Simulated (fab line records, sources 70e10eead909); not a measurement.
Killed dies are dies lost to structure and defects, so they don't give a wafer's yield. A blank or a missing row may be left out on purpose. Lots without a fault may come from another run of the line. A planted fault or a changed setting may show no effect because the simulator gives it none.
fab line records | flow nand_harc
record lots=11 wafers=33 last_day=24
route steps=1159 shown A_CONTACT@940 A_BLC@980 END@1159
lots that met no fault: from a run of the same line without faults
start_h: hours from the record's first day to the start of the lot's first wafer shown | wait_h: hours since the lot's step before | " the same as in the row above | L1.1+2: a row that stands for several wafers | - no value, or no start given | * or withheld: withheld | < > ~ a bound
route shown NAME@n: a module of which the file shows steps, and the number in the route of the first | usual: mean/standard deviation of fault-free wafers | same: alike in all rows | chamber/n: place in a boat | sites: the reading at each site | _std_site: their standard deviation | _edge_site: outer sites' mean less inner sites' | radius_mm: how far each site lies from the wafer's centre | mask NAME#n: copy n | behind: the tool/chamber that last shaped the wafer | hold: why the lot was held/for how many hours/how that ended | device: the transistor (n, p or np) that didn't switch | end of line: the same wafers' tests at the end of the route | a step without rows: its recipe alone | killed: dies lost to structure and defects at the first sort, not the wafer's yield | map: a wafer's dies, x killed, . not, _ none there
set.NAME: the setting as run; set.NAME@STEP: as run at that earlier step | model.NAME: the simulator's own value behind a step, which no gauge read
steps of the route over a sample of lots; a table a step, a row a wafer
services: from which hour (start_h, from the record's first day; less than 0 if before it) a tool's chamber was out of use, for how many hours, and why
## steps
# step NHARC_A_CONTACT_ETCH_89
# recipe target_depth_a=2600 over_etch_frac=0.3 time_s=475.3 ion_energy_ev=200 n2_flow_sccm=150 h2_flow_sccm=150 ar_flow_sccm=0 rf_w=400 bias_w=150 chemistry=N2/H2
# usual bias_w=150.0/0.44 chamber_pressure_mTorr=30.00/0.03 drypump_motor_current_A=5.76/0.23 oes_product_au=1.001/0.0076 rf_vpp_V=431.0/2.7 showerhead_plenum_p_Torr=2.06/0.091 throttle_valve_pct=14.171/0.0093
# columns lot.wafer tool chamber start_h wait_h bias_w chamber_pressure_mTorr drypump_motor_current_A oes_product_au rf_hours_counter_h rf_vpp_V showerhead_plenum_p_Torr throttle_valve_pct
L358.2 rie_diel-01 2 - - 150.0 30.01 5.70 0.997 14 433.2 2.13 14.165
L358.1 " 3 " " 149.6 29.99 5.66 1.008 14 426.4 1.88 14.168
L358.6 " 1 " " 150.9 30.00 5.86 1.000 - 432.0 2.13 14.170
L360.2 rie_diel-07 0 - - 149.9 29.99 5.70 0.993 62 432.3 2.11 14.180
L360.4 " 2 " " 149.8 30.00 5.62 0.994 64 431.8 2.08 14.167
L360.6 " 1 " " 150.0 30.01 5.60 0.995 - 430.2 2.04 14.177
L361.3 rie_diel-01 1 - - 150.2 30.02 5.90 0.995 19 432.7 2.13 14.176
L361.4 " 0 " " 150.2 30.01 6.18 1.003 19 430.8 2.08 14.171
L361.5 " 1 " " 150.1 30.00 5.86 1.011 - 434.5 2.13 14.177
L369.4 rie_diel-01 0 - - 150.1 30.00 6.16 1.006 28 431.3 2.07 14.179
L369.1 " 1 " " 149.2 30.06 5.87 1.006 29 431.3 2.12 14.174
L369.3 " 2 " " 150.5 30.00 5.71 0.997 28 432.0 2.13 14.163
L370.3 rie_diel-07 0 - - 149.9 30.01 5.68 1.012 23 433.1 2.10 14.186
L370.4 " 1 " " 149.6 29.98 5.62 1.020 21 430.3 2.03 14.179
L370.5 " 0 " " 150.4 29.98 5.70 1.000 - 432.6 2.10 14.181
L372.1 rie_diel-01 2 - - 149.5 30.01 5.66 0.998 30 434.4 2.13 14.189
L372.2 " 3 " " 150.2 30.01 5.69 1.001 29 423.0 1.87 14.168
L372.3 " 0 " " 150.3 30.01 6.16 1.004 30 430.5 2.07 14.177
L373.4 rie_diel-07 2 - - 149.3 30.00 5.64 0.991 28 431.5 2.08 14.169
L373.1 " 3 " " 149.7 30.05 5.45 1.004 29 429.3 2.02 14.170
L373.5 " 1 " " 150.3 29.95 5.61 1.007 - 430.9 2.03 14.162
L377.3 rie_diel-07 1 - - 149.5 30.01 5.64 1.011 31 431.1 2.03 14.157
L377.4 " 2 " " 150.0 30.04 5.62 0.995 32 430.7 2.07 14.161
L377.1 " 3 " " 150.4 30.01 5.46 1.009 34 428.3 2.02 14.185
L375.3 rie_diel-07 3 - - 149.8 29.98 5.48 0.996 38 428.9 2.02 14.164
L375.4 " 0 " " 149.7 30.01 5.70 1.009 37 431.7 2.09 14.172
L375.6 " 1 " " 149.7 29.99 5.62 1.001 - 431.0 2.03 14.169
L374.4 rie_diel-01 0 - - 150.5 30.03 6.18 0.996 3 431.6 2.07 14.162
L374.2 " 3 " " 149.7 30.01 5.66 1.002 3 435.0 2.22 14.174
L374.6 " 0 " " 150.6 29.98 6.18 1.008 - 431.1 2.07 14.168
L378.1 rie_diel-01 0 - - 149.3 29.99 6.17 1.000 5 430.4 2.07 14.153
L378.4 " 2 " " 149.6 30.01 5.69 0.995 5 433.2 2.13 14.164
L378.5 " 1 " " 149.9 29.94 5.86 1.005 - 432.2 2.12 14.162
# step NHARC_A_CONTACT_ETCH_136
# recipe source_w=withheld pressure_mtorr=20 bias_v=3000 time_s=132 target_depth_a=12870 ar_flow_sccm=withheld c4f8_flow_sccm=withheld o2_flow_sccm=withheld chemistry=C4F8/O2/Ar
# usual chamber_pressure_mTorr=20.000/0.019 oes_air_line_au=1.004/0.02
# columns lot.wafer tool chamber start_h wait_h chamber_pressure_mTorr oes_air_line_au rf_hours_counter_h
L358.2 har_cap_etch-01 0 395.32 0.1 20.010 0.989 63
L358.1 " 1 " " 20.008 1.030 63
L358.6 " 0 " " 19.990 0.994 -
L360.2 har_cap_etch-01 1 405.95 0.2 20.021 1.032 64
L360.4 " 1 " " 20.009 0.980 -
L360.6 " 0 " " 20.032 1.033 -
L361.3 har_cap_etch-02 1 421.09 0.1 19.995 0.974 -
L361.4 " 0 " " 20.047 0.999 -
L361.5 " 1 " " 19.992 1.014 -
L369.1 har_cap_etch-01 1 466.01 0.1 19.979 1.013 74
L369.4 " 0 " " 19.998 1.008 -
L369.3 " 1 " " 19.987 1.011 -
L370.4 har_cap_etch-03 1 475.66 0.1 20.022 0.994 -
L370.3 " 0 " " 19.980 1.033 -
L370.5 " 0 " " 20.010 1.022 -
L372.2 har_cap_etch-01 0 476.60 0.1 20.004 0.982 76
L372.1 " 1 " " 20.015 0.998 76
L372.3 " 1 " " 20.017 1.003 -
L373.1 har_cap_etch-03 0 494.27 0.1 19.985 1.022 102
L373.4 " 0 " " 20.010 1.020 -
L373.5 " 0 " " 20.015 1.018 -
L377.1 har_cap_etch-03 1 502.12 0.1 19.964 1.003 104
L377.4 " 1 " " 19.993 1.001 -
L377.3 " 0 " " 20.028 0.973 -
L375.3 har_cap_etch-03 0 510.90 0.1 20.033 1.012 -
L375.4 " 1 " " 20.004 1.000 -
L375.6 " 0 " " 20.053 0.972 -
L374.2 har_cap_etch-03 0 513.28 0.1 20.003 0.995 107
L374.4 " 0 " " 20.012 1.031 -
L374.6 " 0 " " 20.007 1.008 -
L378.1 har_cap_etch-01 1 522.59 0.1 19.990 1.006 85
L378.4 " 1 " " 20.004 1.034 -
L378.5 " 1 " " 19.963 1.030 -
# step NHARC_A_CONTACT_ETCH_110
# recipe target_depth_a=500 overetch_a=50 time_s=27.5 ion_energy_ev=100 cf4_flow_sccm=80 o2_flow_sccm=20 ar_flow_sccm=0 rf_w=300 bias_w=100 chemistry=CF4/O2
# usual bias_w=100.0/0.3 cf4_flow_sccm=80.01/0.22 drypump_motor_current_A=5.72/0.26 oes_product_au=1.001/0.0074 rf_vpp_V=198.1/1.4 showerhead_plenum_p_Torr=1.35/0.055 throttle_valve_pct=13.398/0.0099
# columns lot.wafer tool chamber start_h wait_h bias_w cf4_flow_sccm drypump_motor_current_A oes_product_au rf_hours_counter_h rf_vpp_V showerhead_plenum_p_Torr throttle_valve_pct
L358.2 rie_diel-01 1 397.32 0.6 99.8 79.97 5.93 1.001 16 199.7 1.39 13.394
L358.1 " 3 " " 100.4 79.75 5.68 1.014 14 195.0 1.23 13.403
L358.6 " 0 " " 100.1 79.89 6.16 1.015 - 197.7 1.36 13.398
L360.2 rie_diel-02 3 407.84 0.1 99.6 79.70 6.09 0.997 26 198.2 1.37 13.390
L360.4 " 1 " " 99.7 79.91 5.45 1.007 25 197.3 1.26 13.403
L360.6 " 2 " " 99.8 80.38 5.17 0.992 - 199.3 1.43 13.395
L361.3 rie_diel-02 2 422.50 0.2 100.1 79.71 5.20 0.989 32 199.7 1.42 13.394
L361.4 " 0 " " 99.6 80.22 5.83 0.992 29 196.3 1.28 13.380
L361.5 " 2 " " 100.1 79.77 5.18 0.990 - 200.3 1.42 13.397
L369.1 rie_diel-01 0 467.29 0.1 99.6 80.06 6.16 1.010 29 198.1 1.36 13.393
L369.3 " 1 " " 99.9 79.63 5.84 1.010 30 200.2 1.39 13.380
L369.4 " 2 " " 100.1 79.85 5.68 0.995 28 199.4 1.39 13.395
L370.3 rie_diel-02 3 477.06 0.1 100.0 80.16 6.09 1.013 48 199.2 1.36 13.409
L370.4 " 0 " " 99.5 80.27 5.81 1.007 51 195.1 1.27 13.408
L370.5 " 2 " " 100.1 80.14 5.18 1.010 - 198.3 1.42 13.396
L372.1 rie_diel-02 3 477.90 0.0 100.0 80.00 6.10 0.996 48 197.6 1.36 13.401
L372.2 " 0 " " 100.0 80.18 5.86 0.997 51 196.4 1.27 13.413
L372.3 " 2 " " 99.4 80.01 5.18 0.999 49 198.4 1.42 13.410
L373.4 rie_diel-07 1 496.18 0.2 100.3 79.83 5.60 1.012 29 196.1 1.33 13.384
L373.1 " 0 " " 100.2 79.96 5.70 1.007 31 199.4 1.37 13.404
L373.5 " 1 " " 100.0 80.15 5.59 1.009 - 196.3 1.33 13.401
L377.3 rie_diel-01 2 503.59 0.1 99.9 79.91 5.68 0.991 0 198.7 1.39 13.393
L377.1 " 3 " " 100.2 80.10 5.68 0.998 0 201.1 1.45 13.401
L377.4 " 0 " " 100.1 80.35 6.16 0.994 0 199.2 1.35 13.394
L375.4 rie_diel-01 1 512.51 0.1 100.8 80.37 5.81 1.008 3 198.5 1.39 13.395
L375.3 " 3 " " 99.6 79.98 5.71 1.004 3 199.2 1.45 13.396
L375.6 " 1 " " 100.2 79.86 5.87 1.013 - 197.7 1.39 13.415
L374.4 rie_diel-07 2 515.28 0.1 100.3 80.22 5.61 1.007 38 199.1 1.35 13.388
L374.2 " 3 " " 99.8 80.06 5.46 1.013 40 197.6 1.32 13.389
L374.6 " 3 " " 99.7 80.01 5.43 1.011 - 197.3 1.32 13.390
L378.1 rie_diel-07 0 523.91 0.1 100.4 80.14 5.70 1.000 44 199.2 1.37 13.394
L378.4 " 2 " " 99.9 80.12 5.60 0.996 43 198.8 1.35 13.416
L378.5 " 1 " " 100.2 80.13 5.60 1.006 - 198.5 1.33 13.389
# step NHARC_A_BLC_ETCH_18
# recipe target_depth_a=9100 c4f8_flow_sccm=20 o2_flow_sccm=10 ar_flow_sccm=withheld rf_w=600 bias_w=1500 chemistry=C4F8/O2/Ar
# usual bias_w=1499/4.1 chamber_pressure_mTorr=24.999/0.021 oes_product_au=0.946/0.021 rf_vpp_V=978/5.9
# columns lot.wafer tool chamber start_h wait_h bias_w chamber_pressure_mTorr oes_product_au rf_hours_counter_h rf_vpp_V
L358.1 rie_diel-12 1 400.75 - 1497 25.006 0.964 1 984
L358.2 " 2 " " 1504 25.012 0.971 1 973
L358.6 " 1 " " 1499 25.028 0.959 - 981
L360.2 rie_diel-06 1 414.16 - 1495 25.017 0.937 61 979
L360.4 " 0 " " 1504 24.963 0.928 57 985
L360.6 " 1 " " 1490 25.007 0.928 - 979
L361.3 rie_diel-12 3 430.10 - 1507 24.980 0.971 6 983
L361.4 " 0 " " 1507 25.005 0.963 6 973
L361.5 " 1 " " 1499 25.020 0.963 - 984
L369.4 rie_diel-12 1 470.74 - - - - - -
L369.1 " 3 " " - - - - -
L369.3 " 0 " " - - - - -
L370.4 rie_diel-05 1 480.66 - - - - - -
L370.3 " 2 " " - - - - -
L370.5 " 3 " " - - - - -
L372.2 rie_diel-05 0 489.70 - - - - - -
L372.3 " 2 " " - - - - -
L372.1 " 3 " " - - - - -
L373.4 rie_diel-12 0 506.91 - 1503 24.982 0.926 11 974
L373.1 " 3 " " 1501 24.960 0.912 13 981
L373.5 " 1 " " 1502 25.042 0.923 - 983
L377.3 rie_diel-05 3 510.44 - 1500 24.986 0.924 17 970
L377.4 " 0 " " 1494 25.015 0.921 17 978
L377.1 " 2 " " 1495 24.981 0.926 17 984
L375.3 rie_diel-05 0 516.02 - 1502 24.987 0.931 17 979
L375.4 " 1 " " 1503 25.021 0.923 17 972
L375.6 " 0 " " 1497 25.007 0.927 - 977
L374.4 rie_diel-12 3 522.40 - 1496 24.962 0.923 15 982
L374.2 " 2 " " 1498 24.972 0.925 14 972
L374.6 " 3 " " 1498 25.036 0.926 - 982
L378.1 rie_diel-05 3 530.66 - 1503 24.993 0.975 0 968
L378.4 " 2 " " 1497 24.991 0.959 0 985
L378.5 " 3 " " 1498 25.008 0.979 - 969
# step NHARC_END_SORT_01
# recipe temp_c=25
# usual killed_at_array=26/9.6 killed_at_other=0.7/0.92 killed_at_periphery=3.8/2.7 killed_dies=31/10 killed_open=3.3/1.7 killed_short=1.8/1.3
# same gross_dies=677
# columns lot.wafer tool chamber start_h wait_h hold killed_at_array killed_at_other killed_at_periphery killed_dies killed_open killed_short
L358.1 prober-02 0 451.95 2.5 - 23 0 4 27 2 1
L358.2 prober-02 0 452.75 2.8 - 25 0 6 31 3 4
L358.6 prober-02 0 455.96 4.0 - 24 0 0 24 2 1
L360.2 prober-01 0 468.33 2.8 - 12 0 5 17 6 2
L360.4 prober-01 0 469.93 3.4 - 7 1 3 11 2 2
L360.6 prober-01 0 471.53 4.0 - 17 0 7 24 6 4
L361.3 prober-01 0 479.39 3.1 - 37 0 2 39 3 3
L361.4 prober-01 0 480.21 3.4 - 27 2 3 32 3 1
L361.5 prober-01 0 481.03 3.8 - 38 0 4 42 6 2
L369.1 prober-02 0 522.05 2.5 await_dispo/3.0h/scrap 676 0 1 677 5 0
L369.3 prober-02 0 523.67 3.1 await_dispo/3.0h/scrap 676 0 1 677 4 0
L369.4 prober-02 0 524.49 3.5 await_dispo/3.0h/scrap 672 1 4 677 8 1
L370.3 prober-01 0 536.09 3.1 await_dispo/2.1h/scrap 670 2 5 677 3 3
L370.4 prober-01 0 536.89 3.4 await_dispo/2.1h/scrap 668 4 5 677 2 1
L370.5 prober-01 0 537.68 3.7 await_dispo/2.1h/scrap 672 2 3 677 3 3
L372.1 prober-01 0 544.71 2.5 await_dispo/2.8h/scrap 658 1 18 677 5 1
L372.2 prober-01 0 545.52 2.8 await_dispo/2.8h/scrap 664 1 12 677 1 1
L372.3 prober-01 0 546.32 3.1 await_dispo/2.8h/scrap 666 2 9 677 2 4
L373.1 prober-02 0 552.43 2.5 - 22 2 6 30 5 2
L373.4 prober-02 0 554.80 3.4 - 18 0 7 25 2 3
L373.5 prober-02 0 555.59 3.7 - 19 0 6 25 3 1
L377.1 prober-01 0 552.50 2.5 - 26 1 4 31 3 2
L377.3 prober-01 0 554.11 3.1 - 24 3 4 31 3 2
L377.4 prober-01 0 554.92 3.4 - 27 0 5 32 5 0
L375.3 prober-01 0 562.48 3.1 - 43 0 1 44 1 4
L375.4 prober-01 0 563.28 3.4 - 42 1 4 47 3 0
L375.6 prober-01 0 564.89 4.0 - 55 1 2 58 3 1
L374.2 prober-01 0 569.53 2.8 - 25 1 2 28 2 1
L374.4 prober-01 0 571.15 3.4 - 30 0 0 30 5 3
L374.6 prober-01 0 572.78 4.1 - 28 1 3 32 1 2
L378.1 prober-02 0 575.22 2.5 - 38 0 2 40 3 2
L378.4 prober-02 0 577.63 3.4 - 31 0 4 35 5 2
L378.5 prober-02 0 578.43 3.7 - 28 0 4 32 4 2
# killed by level:class
L358.1 A_CHANNEL_HOLE_D1:chamber_film_flake=17 A_WL_FILL:chamber_film_flake=4 P_CONTACT:geometric_particle:open=1 P_M0:geometric_particle:short=1 A_M0:geometric_particle:open=1 P_STI:chamber_film_flake=1 P_M2:chamber_film_flake=1 A_M0:chamber_film_flake=1
L358.2 A_CHANNEL_HOLE_D1:chamber_film_flake=13 A_CONTACT:chamber_film_flake=3 P_CONTACT:geometric_particle:open=2 A_ONON_D1:geometric_particle:short=2 P_M2:chamber_film_flake=2 P_STI:chamber_film_flake=2 A_M0:chamber_film_flake=2 A_CHANNEL_HOLE_D1:geometric_particle:open=1
L358.6 A_CHANNEL_HOLE_D1:chamber_film_flake=13 A_CONTACT:chamber_film_flake=4 A_WL_FILL:chamber_film_flake=3 A_SOURCE_PLATE:geometric_particle:open=1 A_WL_FILL:geometric_particle:short=1 A_M0:geometric_particle:open=1 A_BLC:chamber_film_flake=1
L360.2 A_CHANNEL_HOLE_D1:chamber_film_flake=3 A_STAIRCASE:chamber_film_flake=2 A_CONTACT:chamber_film_flake=2 P_STI:geometric_particle:short=1 P_M0:geometric_particle:open=1 P_BONDPAD:geometric_particle:open=1 A_ONON_D1:geometric_particle:open=1 A_CHANNEL_HOLE_D1:geometric_particle:open=1
L360.4 P_ZERO_WELL:chamber_film_flake=3 A_M0:geometric_particle:open=2 A_CONTACT:chamber_film_flake=2 A_WL_FILL:geometric_particle:short=1 STARTING-WAFER:geometric_particle:short=1 A_WL_FILL:chamber_film_flake=1 A_BLC:chamber_film_flake=1
L360.6 A_CONTACT:chamber_film_flake=5 A_CHANNEL_HOLE_D1:chamber_film_flake=4 P_ZERO_WELL:chamber_film_flake=3 A_CONTACT:geometric_particle:open=2 P_GATE:geometric_particle:open=1 P_M1:geometric_particle:open=1 P_M2:geometric_particle:short=1 A_ONON_D1:geometric_particle:short=1
L361.3 A_CHANNEL_HOLE_D1:chamber_film_flake=16 A_SLIT:chamber_film_flake=7 A_M1:chamber_film_flake=5 A_CONTACT:chamber_film_flake=3 A_CHANNEL_FILL_D1:geometric_particle:short=2 A_ONON_D1:geometric_particle:short=1 A_CHANNEL_FILL_D1:geometric_particle:open=1 A_SLIT:geometric_particle:open=1
L361.4 A_CHANNEL_HOLE_D1:chamber_film_flake=13 A_SLIT:chamber_film_flake=8 A_M1:chamber_film_flake=3 P_BONDPAD:chamber_film_flake=2 P_CONTACT:geometric_particle:open=1 A_CHANNEL_FILL_D1:geometric_particle:short=1 A_SGD_CUT:geometric_particle:open=1 STARTING-WAFER:geometric_particle:open=1
L361.5 A_CHANNEL_HOLE_D1:chamber_film_flake=18 A_SLIT:chamber_film_flake=9 A_M1:chamber_film_flake=3 P_CONTACT:geometric_particle:open=2 A_CONTACT:chamber_film_flake=2 P_M0:geometric_particle:short=1 A_ONON_D1:geometric_particle:open=1 A_CHANNEL_FILL_D1:geometric_particle:open=1
L369.1 A_BLC:area_etch=658 A_CHANNEL_HOLE_D1:chamber_film_flake=6 A_CONTACT:geometric_particle:open=4 A_CONTACT:chamber_film_flake=3 A_STAIRCASE:chamber_film_flake=2 A_CHANNEL_FILL_D1:geometric_particle:open=1 P_ZERO_WELL:chamber_film_flake=1 A_SLIT:chamber_film_flake=1
L369.3 A_BLC:area_etch=652 A_CHANNEL_HOLE_D1:chamber_film_flake=5 A_CONTACT:chamber_film_flake=5 A_CHANNEL_FILL_D1:chamber_film_flake=4 A_CONTACT:geometric_particle:open=2 A_M0:geometric_particle:open=2 A_ZERO_WELL:chamber_film_flake=2 A_SLIT:chamber_film_flake=2
L369.4 A_BLC:area_etch=647 A_CHANNEL_HOLE_D1:chamber_film_flake=9 A_STAIRCASE:chamber_film_flake=3 A_WL_FILL:chamber_film_flake=3 P_CONTACT:geometric_particle:open=2 A_CHANNEL_FILL_D1:chamber_film_flake=2 A_CONTACT:chamber_film_flake=2 P_GATE:geometric_particle:open=1
L370.3 A_BLC:area_etch=631 A_CHANNEL_HOLE_D1:chamber_film_flake=18 A_SLIT:chamber_film_flake=8 A_STAIRCASE:chamber_film_flake=6 P_CONTACT:geometric_particle:short=2 A_ZERO_WELL:chamber_film_flake=2 A_CONTACT:chamber_film_flake=2 THIN_TSV:chamber_film_flake=2
L370.4 A_BLC:area_etch=629 A_CHANNEL_HOLE_D1:chamber_film_flake=15 A_SLIT:chamber_film_flake=10 A_STAIRCASE:chamber_film_flake=7 THIN_TSV:chamber_film_flake=4 A_CONTACT:chamber_film_flake=3 P_STI:chamber_film_flake=2 P_CONTACT:geometric_particle:short=1
L370.5 A_BLC:area_etch=634 A_CHANNEL_HOLE_D1:chamber_film_flake=15 A_SLIT:chamber_film_flake=10 A_STAIRCASE:chamber_film_flake=5 THIN_TSV:chamber_film_flake=2 P_CONTACT:geometric_particle:short=1 A_CHANNEL_FILL_D1:geometric_particle:short=1 A_CONTACT:geometric_particle:open=1
L372.1 A_BLC:area_etch=625 A_CHANNEL_HOLE_D1:chamber_film_flake=22 P_CONTACT:chamber_film_flake=11 A_CONTACT:chamber_film_flake=5 P_STI:chamber_film_flake=4 A_CONTACT:geometric_particle:open=2 P_GATE:geometric_particle:open=1 P_CONTACT:geometric_particle:open=1
L372.2 A_BLC:area_etch=639 A_CHANNEL_HOLE_D1:chamber_film_flake=17 P_CONTACT:chamber_film_flake=7 A_CONTACT:chamber_film_flake=5 P_STI:chamber_film_flake=4 P_M2:geometric_particle:open=1 A_CONTACT:geometric_particle:short=1 A_WL_FILL:chamber_film_flake=1
L372.3 A_BLC:area_etch=622 A_CHANNEL_HOLE_D1:chamber_film_flake=30 P_STI:chamber_film_flake=5 A_CONTACT:chamber_film_flake=4 A_STAIRCASE:chamber_film_flake=3 THIN_TSV:chamber_film_flake=2 P_GATE:geometric_particle:open=1 P_CONTACT:geometric_particle:short=1
L373.1 A_CHANNEL_HOLE_D1:chamber_film_flake=6 A_SLIT:chamber_film_flake=6 A_CONTACT:chamber_film_flake=5 P_M0:geometric_particle:open=2 A_CHANNEL_FILL_D1:chamber_film_flake=2 THIN_TSV:chamber_film_flake=2 P_M1:geometric_particle:open=1 P_M2:geometric_particle:open=1
L377.1 A_CONTACT:chamber_film_flake=8 A_SLIT:chamber_film_flake=7 A_CHANNEL_HOLE_D1:chamber_film_flake=4 A_STAIRCASE:chamber_film_flake=4 P_M0:geometric_particle:open=2 A_ONON_D1:geometric_particle:short=2 A_WL_FILL:geometric_particle:open=1 P_STI:chamber_film_flake=1
L377.3 A_SLIT:chamber_film_flake=7 A_STAIRCASE:chamber_film_flake=4 A_CONTACT:chamber_film_flake=4 P_GATE:chamber_film_flake=3 A_CHANNEL_HOLE_D1:chamber_film_flake=3 THIN_TSV:chamber_film_flake=3 A_WL_FILL:geometric_particle:short=2 A_WL_FILL:chamber_film_flake=2
L373.4 A_SLIT:chamber_film_flake=10 P_M0:chamber_film_flake=3 A_CONTACT:chamber_film_flake=3 P_CONTACT:geometric_particle:open=1 P_CONTACT:geometric_particle:short=1 P_M0:geometric_particle:short=1 A_SOURCE_PLATE:geometric_particle:open=1 A_CONTACT:geometric_particle:short=1
L377.4 A_SLIT:chamber_film_flake=12 A_CHANNEL_HOLE_D1:chamber_film_flake=4 A_CONTACT:chamber_film_flake=4 P_STI:chamber_film_flake=2 P_GATE:chamber_film_flake=2 P_CONTACT:geometric_particle:open=1 A_SOURCE_PLATE:geometric_particle:open=1 A_M1:geometric_particle:open=1
L373.5 A_SLIT:chamber_film_flake=10 P_ZERO_WELL:chamber_film_flake=2 A_ZERO_WELL:chamber_film_flake=2 A_CHANNEL_HOLE_D1:chamber_film_flake=2 A_CONTACT:chamber_film_flake=2 P_GATE:geometric_particle:open=1 P_CONTACT:geometric_particle:short=1 P_CONTACT:geometric_particle:open=1
L375.3 A_CHANNEL_HOLE_D1:chamber_film_flake=19 A_SLIT:chamber_film_flake=12 A_CONTACT:chamber_film_flake=4 A_STAIRCASE:chamber_film_flake=3 A_SOURCE_PLATE:geometric_particle:short=1 A_CHANNEL_FILL_D1:geometric_particle:short=1 A_CONTACT:geometric_particle:short=1 A_CONTACT:geometric_particle:open=1
L375.4 A_CHANNEL_HOLE_D1:chamber_film_flake=22 A_SLIT:chamber_film_flake=11 A_CONTACT:chamber_film_flake=5 P_M0:geometric_particle:open=2 A_STAIRCASE:chamber_film_flake=2 A_SGD_CUT:geometric_particle:open=1 P_STI:chamber_film_flake=1 P_BONDPAD:chamber_film_flake=1
L375.6 A_CHANNEL_HOLE_D1:chamber_film_flake=30 A_SLIT:chamber_film_flake=10 A_STAIRCASE:chamber_film_flake=6 A_CONTACT:chamber_film_flake=4 P_CONTACT:geometric_particle:open=1 A_CHANNEL_FILL_D1:geometric_particle:open=1 A_CHANNEL_FILL_D1:geometric_particle:short=1 A_BLC:geometric_particle:open=1
L374.2 A_CHANNEL_HOLE_D1:chamber_film_flake=10 A_CONTACT:chamber_film_flake=9 A_STAIRCASE:chamber_film_flake=4 P_M0:geometric_particle:open=1 A_ONON_D1:geometric_particle:short=1 A_CONTACT:geometric_particle:open=1 P_M0:chamber_film_flake=1 THIN_TSV:chamber_film_flake=1
L374.4 A_CONTACT:chamber_film_flake=10 A_CHANNEL_HOLE_D1:chamber_film_flake=7 A_STAIRCASE:chamber_film_flake=5 A_ONON_D1:geometric_particle:open=1 A_ONON_D1:geometric_particle:short=1 A_SGD_CUT:geometric_particle:short=1 A_SGD_CUT:geometric_particle:open=1 A_WL_FILL:geometric_particle:short=1
L374.6 A_CHANNEL_HOLE_D1:chamber_film_flake=12 A_CONTACT:chamber_film_flake=12 P_ZERO_WELL:chamber_film_flake=3 A_SOURCE_PLATE:geometric_particle:short=1 A_ONON_D1:geometric_particle:open=1 A_CHANNEL_FILL_D1:geometric_particle:short=1 A_STAIRCASE:chamber_film_flake=1 THIN_TSV:chamber_film_flake=1
L378.1 A_SLIT:chamber_film_flake=15 A_CHANNEL_HOLE_D1:chamber_film_flake=9 A_BLC:chamber_film_flake=5 A_STAIRCASE:chamber_film_flake=3 A_ONON_D1:geometric_particle:short=1 A_CONTACT:geometric_particle:open=1 A_BLC:geometric_particle:short=1 A_M0:geometric_particle:open=1
L378.4 A_SLIT:chamber_film_flake=12 A_CHANNEL_HOLE_D1:chamber_film_flake=6 A_CONTACT:chamber_film_flake=4 A_STAIRCASE:chamber_film_flake=2 A_BLC:chamber_film_flake=2 P_STI:geometric_particle:open=1 P_M2:geometric_particle:open=1 A_ONON_D1:geometric_particle:short=1
L378.5 A_SLIT:chamber_film_flake=7 A_BLC:chamber_film_flake=6 A_CHANNEL_HOLE_D1:chamber_film_flake=4 P_STI:chamber_film_flake=3 A_STAIRCASE:chamber_film_flake=3 A_BLC:geometric_particle:open=2 A_CONTACT:chamber_film_flake=2 A_ONON_D1:geometric_particle:open=1
## services
# columns tool chamber start_h hours kind
rie_diel-01 0 372.81 - clean
rie_diel-01 1 372.81 - clean
rie_diel-01 2 372.81 - clean
rie_diel-01 3 372.81 - clean
rie_diel-07 0 379.37 1.6 repair
rie_diel-12 - 379.45 9.0 pm
rie_diel-06 - 384.50 1.8 repair
rie_diel-12 - 390.11 1.8 repair
rie_diel-01 0 397.31 - clean
rie_diel-07 - 405.36 9.0 pm
rie_diel-05 0 407.06 5.7 repair
har_cap_etch-03 - 408.22 0.1 repair
rie_diel-12 - 413.23 0.4 repair
rie_diel-02 1 414.90 1.6 repair
rie_diel-06 - 419.00 9.0 pm
rie_diel-12 0 430.89 16.2 repair
rie_diel-06 0 491.34 12.5 repair
rie_diel-01 - 491.81 9.0 pm
rie_diel-05 1 493.70 6.0 repair
rie_diel-06 1 499.29 12.5 repair
rie_diel-02 - 505.80 9.0 pm
rie_diel-06 - 506.44 0.8 repair
rie_diel-02 2 517.17 6.9 repair
rie_diel-05 - 517.60 9.0 pm
## key
first_sign step=NHARC_A_BLC_ETCH_18 reading=tool_record direction=missing
effect step=NHARC_END_SORT_01 reading=killed_at_array direction=up sigmas=67 usual=26 struck=669
more_kills_born_at NHARC_A_BLC_ETCH_18@rie_diel-05=3780 NHARC_A_BLC_ETCH_18@rie_diel-12=1957
met_at NHARC_A_BLC_ETCH_18
struck_lots L369,L370,L372
later_rows_left_out L369.1,L369.3,L369.4,L370.3,L370.4,L370.5,L372.1,L372.2,L372.3
tester_left_out L369,L370,L372
not_acting_at NHARC_A_CONTACT_ETCH_89,NHARC_A_CONTACT_ETCH_136,NHARC_A_CONTACT_ETCH_110
onset_between 430.10 470.74
fault kind=skipped_step_whole tool=rie_diel-05,rie_diel-12 chamber=- onset_h=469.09 steps=NHARC_A_BLC_ETCH_18 scope=struck_lots_only
# tester_left_out: of these lots the tester's yield and bins aren't shown, on N5 and GAA mostly nor the transistor test; their killed dies are dies lost to structure and defects alone, not to doping, threshold or leakage, so they don't give the yield
# later_rows_left_out: the simulator's readings of these wafers behind a module that went badly wrong aren't trusted and aren't shown, but for the sort
